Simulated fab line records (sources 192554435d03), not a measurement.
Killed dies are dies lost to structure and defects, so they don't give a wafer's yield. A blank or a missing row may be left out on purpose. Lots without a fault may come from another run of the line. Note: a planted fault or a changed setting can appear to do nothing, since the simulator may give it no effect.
fab line records :: flow n5Finfet
record
  lots=4
  wafers=10
  lastDay=17
route steps=1938 shown MOL_CONTACT_COAG@551 BEOL_M4@1111
lots that met no fault: taken from a fault-free run of the same line
startH: the number of hours between the record's first day and the start of the first shown wafer of the lot :: waitH: how many hours have passed since the lot's step before this one :: " identical to the entry in the row above :: L1.1+2: one row covering several wafers at once :: - either no value or no given start :: * or withheld: withheld :: < > ~ a bound
route shown NAME@n: names a module that has steps shown in the file, with the first one's number in the route :: usual: mean and standard deviation over wafers with no fault :: same: alike in all rows :: chamber/n: place in a boat :: sites: per-site readings :: _std_site: standard deviation of those values :: _edge_site: the outer-site mean with the inner-site mean subtracted :: radiusMm: how far each site lies from the wafer's centre :: mask NAME#n: copy n :: behind: tool/chamber where the wafer was last shaped :: hold: why the lot was held/for how many hours/how that ended :: device: names the non-switching transistor (n, p or np) :: end of line: tests of these same wafers at the route's end :: a step given without rows: its recipe and nothing more :: killed: count of dies lost to structure and defects at first sort (not the wafer's yield) :: map: shows each die of a wafer: x if killed, . if not, _ if none is there
set.NAME: the setting as run; set.NAME@STEP: as run at that earlier step :: model.NAME: the simulator's own value behind a step, which no gauge read
lots seen at some steps along the route; tables by step, rows by wafer
services: when a tool's chamber went out of use (startH, in hours from the record's first day, below 0 if earlier), for how many hours, and the reason
## steps
# step N5_MOL_CONTACT_COAG_SPUTTER_130
# recipe
  material=Co
  targetThkA=475
  tempC=25
  chamberPressurePa=0.5
  powerW=3000
# step N5_MOL_CONTACT_COAG_PRECLEAN_125
# recipe
  chemistry=DIW
  timeS=57.5
  tempC=23
# step N5_MOL_CONTACT_COAG_SRD_126
# recipe
  dryTimeS=32
  dry=n2Spin
  spinRpm=1500
# step N5_MOL_CONTACT_COAG_CMP_23
# recipe
  stopOn=SiO2
  tOverpolishS=1.5
  postCmpClean=cuAlkaline
  downForcePsi=2
  platenRpm=50.289
  padVelocityMS=1.0006
  targetThkNm=0
# step N5_MOL_CONTACT_COAG_WET_ETCH_26
# recipe
  target=Co
  targetDepthNm=13
# step N5_MOL_CONTACT_COAG_WET_ETCH_116
# recipe
  chemistry=SC1-inhibited
  targetDepthNm=4.6
  dry=ipaMarangoni
  rinseTimeS=30
  rinseTempC=23
# step N5_MOL_CONTACT_COAG_ALD_27
# recipe
  material=SiOC
  targetThkA=170
  tempC=400
  aldPrecursorFamily=carbosiloxane
  aldCoReactant=H2-plasma
  pulseTimeS=1.5
  timeS=2720
  purgeTimeS=2
  coReactantPurgeTimeS=2
  aldCycles=340
  pressureTorr=2
# step N5_MOL_CONTACT_COAG_CMP_28
# recipe
  stopOn=SiNx
  tOverpolishS=0.85
  postCmpClean=alkalineBrush
  downForcePsi=4.15
  platenRpm=51.8
  padVelocityMS=1.0307
  targetThkNm=14.522
# step N5_MOL_CONTACT_COAG_ALD_123
# recipe
  material=SiNx
  targetThkA=50
  tempC=400
  aldPrecursorFamily=SiH2I2
  aldCoReactant=N2/H2-plasma
  pulseTimeS=1
  purgeTimeS=2
  coReactantPurgeTimeS=2
  aldCycles=100
  pressureTorr=2
# step N5_MOL_CONTACT_COAG_PECVD_31
# recipe
  material=SiO2
  targetThkA=460
  tempC=400
  precursor=TEOS/O2
  pressureTorr=6.5
  rfW=withheld
  teosFlowSccm=withheld
  gas=O2
  flowSccm=2650
  timeS=8.9
lot.wafer: L385.2
tool: pecvd-04
chamber: 1
startH: 150.93
waitH: 0.3
model.SiO2_of_MOL_CONTACT_COAG_PECVD_31.thkNm: 46.2

lot.wafer: L385.4
tool: pecvd-04
chamber: 1
startH: 150.93
waitH: 0.3
model.SiO2_of_MOL_CONTACT_COAG_PECVD_31.thkNm: 47.2

lot.wafer: L385.6
tool: pecvd-04
chamber: 0
startH: 150.93
waitH: 0.3
model.SiO2_of_MOL_CONTACT_COAG_PECVD_31.thkNm: 45.8

lot.wafer: L386.2+6
tool: pecvd-01
chamber: 0
startH: 151.52
waitH: 0.3
model.SiO2_of_MOL_CONTACT_COAG_PECVD_31.thkNm: 45.8

lot.wafer: L386.4
tool: pecvd-01
chamber: 2
startH: 151.52
waitH: 0.3
model.SiO2_of_MOL_CONTACT_COAG_PECVD_31.thkNm: 47.2

lot.wafer: L397.5
tool: pecvd-04
chamber: 1
startH: 213.89
waitH: 0.0
model.SiO2_of_MOL_CONTACT_COAG_PECVD_31.thkNm: 50.8

lot.wafer: L397.6
tool: pecvd-04
chamber: 0
startH: 213.89
waitH: 0.0
model.SiO2_of_MOL_CONTACT_COAG_PECVD_31.thkNm: 46

lot.wafer: L399.4+5
tool: pecvd-04
chamber: 2
startH: 230.30
waitH: 0.3
model.SiO2_of_MOL_CONTACT_COAG_PECVD_31.thkNm: 50
# step N5_MOL_CONTACT_COAG_COAT_75
# recipe
  resist=SOC
  tempC=250
  timeS=60
  spinRpm=1500
  resistThkNm=60
# step N5_MOL_CONTACT_COAG_COAT_76
# recipe
  resist=SiARC
  tempC=220
  timeS=60
  spinRpm=1500
  resistThkNm=10
# step N5_MOL_CONTACT_COAG_COAT_77
# recipe
  resist=underlayer
  tempC=205
  timeS=60
  spinRpm=1500
  resistThkNm=10
# step N5_MOL_CONTACT_COAG_COAT_78
# recipe
  resist=CAR-EUV
  spinRpm=1500
  resistThkNm=40
# step N5_MOL_CONTACT_COAG_EBR_80
# recipe
  solvent=PGMEA
  ebrWidthMm=1.5
# step N5_MOL_CONTACT_COAG_SOFTBAKE_79
# recipe
  tempC=110
  timeS=60
  resist=CAR-EUV
# step N5_MOL_CONTACT_COAG_EXPOSE_81
# recipe
  maskId=VG
  na=0.33
  sourceShape=annular
  sigmaInner=0.3
  sigmaOuter=0.7
  polarization=unpolarized
  defocusNm=0
  doseMj=59.5
# step N5_MOL_CONTACT_COAG_PEB_82
# recipe
  pebTempC=100
  pebTimeS=60
  resist=CAR-EUV
# step N5_MOL_CONTACT_COAG_DEVELOP_83
# recipe
  developTimeS=30
  developer=TMAH
  resist=CAR-EUV
  rinseLiquid=surfactantRinse
  dry=airSpin
  devTempC=23
# step N5_MOL_CONTACT_COAG_DESCUM_88
# recipe
  chemistry=O2
  timeS=7
  sourcePowerW=50
  biasPowerW=20
  pressureMtorr=20
  rfFrequencyHz=2.712e+07
  tempC=40
  resist=CAR-EUV
  o2FlowSccm=225
# step N5_MOL_CONTACT_COAG_ETCH_89
# recipe
  chemistry=N2/H2
  target=underlayer
  targetDepthA=130
  maskMaterial=CAR-EUV
  timeS=10.4
  ionEnergyEv=200
  pressureMtorr=30
  sourceW=840
  biasW=150
  n2FlowSccm=200
  h2FlowSccm=200
  ends=cleared
# step N5_MOL_CONTACT_COAG_ETCH_90
# recipe
  chemistry=CF4
  target=SiARC
  targetDepthA=130
  maskMaterial=CAR-EUV
  timeS=21.7
  ionEnergyEv=80
  pressureMtorr=40
  sourceW=545
  biasW=36
  Ar_flow_sccm=100
  cf4FlowSccm=100
  ends=cleared
# step N5_MOL_CONTACT_COAG_ALD_131
# recipe
  material=SiO2
  targetThkA=50
  tempC=100
  aldPrecursorFamily=BDEAS
  aldCoReactant=O2-plasma
  pulseTimeS=1
  coReactantPulseTimeS=1
  purgeTimeS=2
  coReactantPurgeTimeS=2
  aldCycles=35
  pressureTorr=2
# step N5_MOL_CONTACT_COAG_ETCHBACK_132
# recipe
  chemistry=CHF3
  target=SiO2
  targetDepthA=100
  timeS=6.7
  ionEnergyEv=200
  pressureMtorr=30
  sourceW=610
  biasW=170
  Ar_flow_sccm=200
  CHF3_flow_sccm=50
# step N5_MOL_CONTACT_COAG_ETCH_91
# recipe
  chemistry=N2/H2
  target=SOC
  targetDepthA=600
  overetchA=210
  maskMaterial=SiARC
  tempC=40
  timeS=101.2
  ionEnergyEv=200
  pressureMtorr=30
  sourceW=840
  biasW=150
  n2FlowSccm=200
  h2FlowSccm=200
# step N5_MOL_CONTACT_COAG_STRIP_92
# recipe
  chemistry=N2/H2
  tempC=40
  n2FlowSccm=200
  h2FlowSccm=200
  rfFrequencyHz=6e+07
# step N5_MOL_CONTACT_COAG_STRIP_93
# recipe
  chemistry=N2/H2
  tempC=40
  n2FlowSccm=200
  h2FlowSccm=200
  rfFrequencyHz=6e+07
# step N5_MOL_CONTACT_COAG_ETCHBACK_135
# recipe
  chemistry=CHF3
  target=SiO2
  targetDepthA=250
  timeS=16.7
  ionEnergyEv=200
  pressureMtorr=30
  sourceW=610
  biasW=170
  Ar_flow_sccm=200
  CHF3_flow_sccm=50
# step N5_MOL_CONTACT_COAG_STRIP_118
# recipe
  chemistry=CHF3
  resist=SiARC
  rfFrequencyHz=6e+07
# step N5_MOL_CONTACT_COAG_VIA_ETCH_46
# recipe
  chemistry=C4F6/O2
  targetDepthA=460
  overetchA=92
  maskMaterial=SOC
  target=SiO2
  biasW=455
  pressureMtorr=10
  timeS=40
  sourceW=325
  Ar_flow_sccm=300
  C4F6_flow_sccm=10
  O2_flow_sccm=10
  ionEnergyEv=575.3
  ends=endPoint
# usual
  drypumpMotorCurrentA=5.70/0.27
  oesProductAu=0.72/0.064
  rfFwdPowerW=323.1/1
  rfVppV=1594/50
  showerheadPlenumPTorr=2.86/0.07
  throttleValvePct=41.0/0.54
lot.wafer: L385.2
tool: rieDiel-01
chamber: 3
startH: 152.02
waitH: 0.0
drypumpMotorCurrentA: 5.54
oesProductAu: 0.77
rfFwdPowerW: 320.6
rfHoursCounterH: 53
rfVppV: 1626
showerheadPlenumPTorr: 2.85
throttleValvePct: 40.6
model.etch.depthNm: 46.12

lot.wafer: L385.4
tool: rieDiel-01
chamber: 2
startH: 152.02
waitH: 0.0
drypumpMotorCurrentA: 5.84
oesProductAu: 0.63
rfFwdPowerW: 322.4
rfHoursCounterH: 232
rfVppV: 1571
showerheadPlenumPTorr: 2.73
throttleValvePct: 41.8
model.etch.depthNm: 47.2

lot.wafer: L385.6
tool: rieDiel-01
chamber: 2
startH: 152.02
waitH: 0.0
drypumpMotorCurrentA: 5.86
oesProductAu: 0.62
rfFwdPowerW: 323.3
rfHoursCounterH: -
rfVppV: 1570
showerheadPlenumPTorr: 2.73
throttleValvePct: 41.8
model.etch.depthNm: 45.86

lot.wafer: L386.2
tool: rieDiel-06
chamber: 0
startH: 152.77
waitH: 0.0
drypumpMotorCurrentA: 5.58
oesProductAu: 0.76
rfFwdPowerW: 323.6
rfHoursCounterH: 42
rfVppV: 1684
showerheadPlenumPTorr: 2.78
throttleValvePct: 40.2
model.etch.depthNm: 45.74

lot.wafer: L386.4
tool: rieDiel-06
chamber: 1
startH: 152.77
waitH: 0.0
drypumpMotorCurrentA: 5.92
oesProductAu: 0.62
rfFwdPowerW: 323.0
rfHoursCounterH: 240
rfVppV: 1571
showerheadPlenumPTorr: 2.94
throttleValvePct: 41.5
model.etch.depthNm: 47.21

lot.wafer: L386.6
tool: rieDiel-06
chamber: 1
startH: 152.77
waitH: 0.0
drypumpMotorCurrentA: 5.92
oesProductAu: 0.61
rfFwdPowerW: 325.0
rfHoursCounterH: -
rfVppV: 1569
showerheadPlenumPTorr: 2.94
throttleValvePct: 41.5
model.etch.depthNm: 45.78

lot.wafer: L397.5
tool: rieDiel-06
chamber: 2
startH: 214.99
waitH: 0.0
drypumpMotorCurrentA: 5.64
oesProductAu: 0.76
rfFwdPowerW: 323.2
rfHoursCounterH: -
rfVppV: 1599
showerheadPlenumPTorr: 2.88
throttleValvePct: 41.3
model.etch.depthNm: 50.81

lot.wafer: L397.6
tool: rieDiel-06
chamber: 3
startH: 214.99
waitH: 0.0
drypumpMotorCurrentA: 6.05
oesProductAu: 0.72
rfFwdPowerW: 325.0
rfHoursCounterH: -
rfVppV: 1523
showerheadPlenumPTorr: 2.86
throttleValvePct: 40.8
model.etch.depthNm: 45.93

lot.wafer: L399.4
tool: rieDiel-06
chamber: 2
startH: 231.71
waitH: 0.0
drypumpMotorCurrentA: 5.67
oesProductAu: 0.75
rfFwdPowerW: 322.9
rfHoursCounterH: -
rfVppV: 1600
showerheadPlenumPTorr: 2.88
throttleValvePct: 41.3
model.etch.depthNm: 50

lot.wafer: L399.5
tool: rieDiel-06
chamber: 3
startH: 231.71
waitH: 0.0
drypumpMotorCurrentA: 6.03
oesProductAu: 0.75
rfFwdPowerW: 323.5
rfHoursCounterH: -
rfVppV: 1522
showerheadPlenumPTorr: 2.85
throttleValvePct: 40.8
model.etch.depthNm: 49.97
# step N5_MOL_CONTACT_COAG_STRIP_96
# recipe
  chemistry=N2/H2
  powerW=500
  tempC=40
  pressureMtorr=50
  rfFrequencyHz=6e+07
  overashFraction=0.3
  biasPowerW=28
  h2Frac=0.5
  n2FlowSccm=300
  h2FlowSccm=300
# step N5_MOL_CONTACT_COAG_ETCH_47
# recipe
  chemistry=CH3F/O2
  target=SiNx
  targetDepthA=270
  maskMaterial=SiO2
  stopOn=W
  overEtchFrac=0.2
  ionEnergyEv=120
  endpoint=OES-CN
  pressureMtorr=30
  sourceW=395
  biasW=73
  Ar_flow_sccm=150
  CH3F_flow_sccm=30
  O2_flow_sccm=20
  ends=endPoint
# step N5_MOL_CONTACT_COAG_STRIP_119
# recipe
  chemistry=N2/H2
  timeS=30
  powerW=1000
  tempC=250
  pressureMtorr=withheld
  n2FlowSccm=1750
  h2FlowSccm=3250
# step N5_MOL_CONTACT_COAG_PRECLEAN_144
# recipe
  chemistry=alkalineClean
  tempC=60
  timeS=60
  doPpb=50
# step N5_MOL_CONTACT_COAG_SRD_145
# recipe
  dry=ipaMarangoni
  timeS=30
  tempC=23
  rinseLiquid=diw
# step N5_MOL_CONTACT_COAG_CMP_52
# recipe
  stopOn=SiO2
  tOverpolishS=1.5
  postCmpClean=wDiluteNh4oh
  downForcePsi=4
  platenRpm=50.289
  padVelocityMS=1.0006
  targetThkNm=66.5
# usual
  motorCurrentA=12.4/1.1
lot.wafer: L385.2
tool: cmp-01
chamber: 2
startH: 154.30
waitH: 0.1
motorCurrentA: 12.0
model.SiO2_of_MOL_CONTACT_COAG_PECVD_31.thkNm: 44

lot.wafer: L385.4
tool: cmp-01
chamber: 0
startH: 154.30
waitH: 0.1
motorCurrentA: 10.9
model.SiO2_of_MOL_CONTACT_COAG_PECVD_31.thkNm: 45.2

lot.wafer: L385.6
tool: cmp-01
chamber: 1
startH: 154.30
waitH: 0.1
motorCurrentA: 12.5
model.SiO2_of_MOL_CONTACT_COAG_PECVD_31.thkNm: 43.8

lot.wafer: L386.2
tool: cmp-04
chamber: 2
startH: 154.98
waitH: 0.1
motorCurrentA: 15.5
model.SiO2_of_MOL_CONTACT_COAG_PECVD_31.thkNm: 43.6

lot.wafer: L386.4
tool: cmp-04
chamber: 0
startH: 154.98
waitH: 0.1
motorCurrentA: 11.5
model.SiO2_of_MOL_CONTACT_COAG_PECVD_31.thkNm: 45.2

lot.wafer: L386.6
tool: cmp-04
chamber: 1
startH: 154.98
waitH: 0.1
motorCurrentA: 13.5
model.SiO2_of_MOL_CONTACT_COAG_PECVD_31.thkNm: 43.8

lot.wafer: L397.5
tool: cmp-01
chamber: 2
startH: 217.34
waitH: 0.2
motorCurrentA: 12.4
model.SiO2_of_MOL_CONTACT_COAG_PECVD_31.thkNm: 48.8

lot.wafer: L397.6
tool: cmp-01
chamber: 3
startH: 217.34
waitH: 0.2
motorCurrentA: 11.9
model.SiO2_of_MOL_CONTACT_COAG_PECVD_31.thkNm: 44

lot.wafer: L399.4
tool: cmp-03
chamber: 2
startH: 233.90
waitH: 0.1
motorCurrentA: 11.5
model.SiO2_of_MOL_CONTACT_COAG_PECVD_31.thkNm: 48

lot.wafer: L399.5
tool: cmp-03
chamber: 1
startH: 233.90
waitH: 0.1
motorCurrentA: 11.8
model.SiO2_of_MOL_CONTACT_COAG_PECVD_31.thkNm: 48
# step N5_MOL_CONTACT_COAG_THK_MEAS_53
# recipe
  reads=SiO2_of_MOL_CONTACT_COAG_PECVD_31
# usual
  VIA_MOL_THK=44.0/0.73
lot.wafer: L385.2
tool: filmMetro-01
chamber: -
startH: 154.56
waitH: -
VIA_MOL_THK[nm]: 44.1

lot.wafer: L385.4
tool: filmMetro-01
chamber: -
startH: 154.56
waitH: -
VIA_MOL_THK[nm]: 45.2

lot.wafer: L385.6
tool: filmMetro-01
chamber: -
startH: 154.56
waitH: -
VIA_MOL_THK[nm]: 43.8

lot.wafer: L386.2
tool: filmMetro-02
chamber: -
startH: 155.24
waitH: -
VIA_MOL_THK[nm]: 43.6

lot.wafer: L386.4
tool: filmMetro-02
chamber: -
startH: 155.24
waitH: -
VIA_MOL_THK[nm]: 45.2

lot.wafer: L386.6
tool: filmMetro-02
chamber: -
startH: 155.24
waitH: -
VIA_MOL_THK[nm]: 43.7

lot.wafer: L397.5
tool: filmMetro-01
chamber: -
startH: 217.49
waitH: -
VIA_MOL_THK[nm]: 48.8

lot.wafer: L397.6
tool: filmMetro-01
chamber: -
startH: 217.49
waitH: -
VIA_MOL_THK[nm]: 43.9

lot.wafer: L399.4
tool: filmMetro-01
chamber: -
startH: 234.15
waitH: -
VIA_MOL_THK[nm]: 47.9

lot.wafer: L399.5
tool: filmMetro-01
chamber: -
startH: 234.15
waitH: -
VIA_MOL_THK[nm]: 47.9
# step N5_BEOL_M4_RC_MEAS_101
# usual
  DIBL_N=36.0/2.2
  DIBL_P=35.9/2.6
  IOFF_N=0.16/0.038
  IOFF_P=0.21/0.042
  ION_N=675/15
  ION_P=463/10
  SS_N=71.5/0.62
  SS_P=73.2/0.76
  VT_N=250/4.1
  VT_P=-251/3.6
lot.wafer: L386.2
tool: prober-02
chamber: 0
startH: 216.01
waitH: 0.2
DIBL_N[mV/V]: 37.0
DIBL_P[mV/V]: 34.9
IOFF_N[nA/um]: 0.14
IOFF_P[nA/um]: 0.16
ION_N[uA/um]: 671
ION_P[uA/um]: 449
SS_N[mV/dec]: 71.9
SS_P[mV/dec]: 73.1
VT_N[mV]: 254
VT_P[mV]: -257

lot.wafer: L386.4
tool: prober-02
chamber: 0
startH: 216.01
waitH: 0.2
DIBL_N[mV/V]: 36.9
DIBL_P[mV/V]: 36.5
IOFF_N[nA/um]: 0.16
IOFF_P[nA/um]: 0.19
ION_N[uA/um]: 683
ION_P[uA/um]: 458
SS_N[mV/dec]: 72.4
SS_P[mV/dec]: 73.1
VT_N[mV]: 252
VT_P[mV]: -256

lot.wafer: L386.6
tool: prober-02
chamber: 0
startH: 216.01
waitH: 0.2
DIBL_N[mV/V]: 34.9
DIBL_P[mV/V]: 33.9
IOFF_N[nA/um]: 0.11
IOFF_P[nA/um]: 0.15
ION_N[uA/um]: 661
ION_P[uA/um]: 445
SS_N[mV/dec]: 71.1
SS_P[mV/dec]: 73.0
VT_N[mV]: 256
VT_P[mV]: -257

lot.wafer: L385.2
tool: prober-01
chamber: 0
startH: 219.93
waitH: 0.2
DIBL_N[mV/V]: 36.3
DIBL_P[mV/V]: 36.8
IOFF_N[nA/um]: 0.15
IOFF_P[nA/um]: 0.20
ION_N[uA/um]: 664
ION_P[uA/um]: 454
SS_N[mV/dec]: 71.2
SS_P[mV/dec]: 73.4
VT_N[mV]: 252
VT_P[mV]: -253

lot.wafer: L385.4
tool: prober-01
chamber: 0
startH: 219.93
waitH: 0.2
DIBL_N[mV/V]: 34.3
DIBL_P[mV/V]: 34.1
IOFF_N[nA/um]: 0.11
IOFF_P[nA/um]: 0.16
ION_N[uA/um]: 645
ION_P[uA/um]: 447
SS_N[mV/dec]: 70.9
SS_P[mV/dec]: 72.9
VT_N[mV]: 254
VT_P[mV]: -255

lot.wafer: L385.6
tool: prober-01
chamber: 0
startH: 219.93
waitH: 0.2
DIBL_N[mV/V]: 38.3
DIBL_P[mV/V]: 38.6
IOFF_N[nA/um]: 0.19
IOFF_P[nA/um]: 0.23
ION_N[uA/um]: 676
ION_P[uA/um]: 466
SS_N[mV/dec]: 71.9
SS_P[mV/dec]: 74.3
VT_N[mV]: 251
VT_P[mV]: -250

lot.wafer: L397.5
tool: prober-02
chamber: 0
startH: 294.19
waitH: 0.6
DIBL_N[mV/V]: 35.7
DIBL_P[mV/V]: 36.8
IOFF_N[nA/um]: 0.16
IOFF_P[nA/um]: 0.21
ION_N[uA/um]: 664
ION_P[uA/um]: 456
SS_N[mV/dec]: 71.4
SS_P[mV/dec]: 73.1
VT_N[mV]: 251
VT_P[mV]: -251

lot.wafer: L397.6
tool: prober-02
chamber: 0
startH: 294.19
waitH: 0.6
DIBL_N[mV/V]: 39.5
DIBL_P[mV/V]: 40.8
IOFF_N[nA/um]: 0.26
IOFF_P[nA/um]: 0.29
ION_N[uA/um]: 706
ION_P[uA/um]: 482
SS_N[mV/dec]: 72.5
SS_P[mV/dec]: 75.1
VT_N[mV]: 245
VT_P[mV]: -244

lot.wafer: L399.4
tool: prober-01
chamber: 0
startH: 306.72
waitH: 0.5
DIBL_N[mV/V]: 37.9
DIBL_P[mV/V]: 38.4
IOFF_N[nA/um]: 0.21
IOFF_P[nA/um]: 0.23
ION_N[uA/um]: 669
ION_P[uA/um]: 453
SS_N[mV/dec]: 72.2
SS_P[mV/dec]: 73.3
VT_N[mV]: 249
VT_P[mV]: -252

lot.wafer: L399.5
tool: prober-01
chamber: 0
startH: 306.72
waitH: 0.5
DIBL_N[mV/V]: 36.3
DIBL_P[mV/V]: 37.6
IOFF_N[nA/um]: 0.18
IOFF_P[nA/um]: 0.21
ION_N[uA/um]: 688
ION_P[uA/um]: 463
SS_N[mV/dec]: 72.1
SS_P[mV/dec]: 73.5
VT_N[mV]: 246
VT_P[mV]: -251
## services
tool: pecvd-01
chamber: 0
startH: 129.78
hours: 5.5
kind: scheduledDown

tool: cmp-01
chamber: -
startH: 154.57
hours: 0.4
kind: repair

tool: rieDiel-06
chamber: 0
startH: 155.65
hours: 13.1
kind: repair

tool: pecvd-04
chamber: -
startH: 168.14
hours: 0.8
kind: repair

tool: rieDiel-01
chamber: 1
startH: 173.91
hours: 5.0
kind: repair

tool: pecvd-04
chamber: 2
startH: 177.30
hours: 2.1
kind: scheduledDown

tool: cmp-04
chamber: -
startH: 177.55
hours: 0.7
kind: repair

tool: cmp-01
chamber: -
startH: 181.78
hours: 3.0
kind: repair

tool: rieDiel-06
chamber: 1
startH: 187.11
hours: 16.2
kind: repair

tool: pecvd-04
chamber: 2
startH: 187.96
hours: 5.0
kind: scheduledDown

tool: cmp-01
chamber: -
startH: 196.02
hours: 4.0
kind: pm

tool: cmp-01
chamber: -
startH: 200.02
hours: -
kind: consumableReplace:conditioner

tool: cmp-01
chamber: -
startH: 200.02
hours: -
kind: consumableReplace:pad

tool: rieDiel-01
chamber: 2
startH: 201.16
hours: -
kind: clean

tool: rieDiel-01
chamber: 2
startH: 201.16
hours: -
kind: consumableReplace:focusRing

tool: rieDiel-01
chamber: 2
startH: 201.16
hours: -
kind: consumableReplace:showerhead

tool: rieDiel-01
chamber: 2
startH: 201.16
hours: 13.0
kind: scheduledDown

tool: rieDiel-01
chamber: 2
startH: 201.16
hours: 13.0
kind: ventCycle

tool: cmp-04
chamber: -
startH: 207.57
hours: 24.7
kind: pm

tool: pecvd-04
chamber: 1
startH: 215.42
hours: 16.5
kind: scheduledDown

tool: pecvd-01
chamber: 1
startH: 233.27
hours: 5.5
kind: scheduledDown
## key
firstSign
  step=N5_MOL_CONTACT_COAG_THK_MEAS_53
  reading=VIA_MOL_THK
  direction=up
  sigmas=5.7
  usual=44.0
  struck=48.2
effect none on later readings
modelEffect
  step=N5_MOL_CONTACT_COAG_PECVD_31
  value=SiO2_of_MOL_CONTACT_COAG_PECVD_31.thkNm
  without=46.27
  struck=50.27
modelEffect
  step=N5_MOL_CONTACT_COAG_VIA_ETCH_46
  value=etch.depthNm
  without=46.32
  struck=50.26
modelEffect
  step=N5_MOL_CONTACT_COAG_CMP_52
  value=SiO2_of_MOL_CONTACT_COAG_PECVD_31.thkNm
  without=44.27
  struck=48.27
metAt N5_MOL_CONTACT_COAG_PECVD_31
struckWafers L397.5,L399.4,L399.5
onsetBetween 150.93 213.89
fault
  kind=processParameterDrift
  tool=pecvd-04
  chamber=-
  onsetH=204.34
  steps=N5_MOL_CONTACT_COAG_PECVD_31
  channel=timeS
  offset=*
  shape=step
  endH=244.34
  scope=struckWafersOnly
  actsIn=*
  stated=*
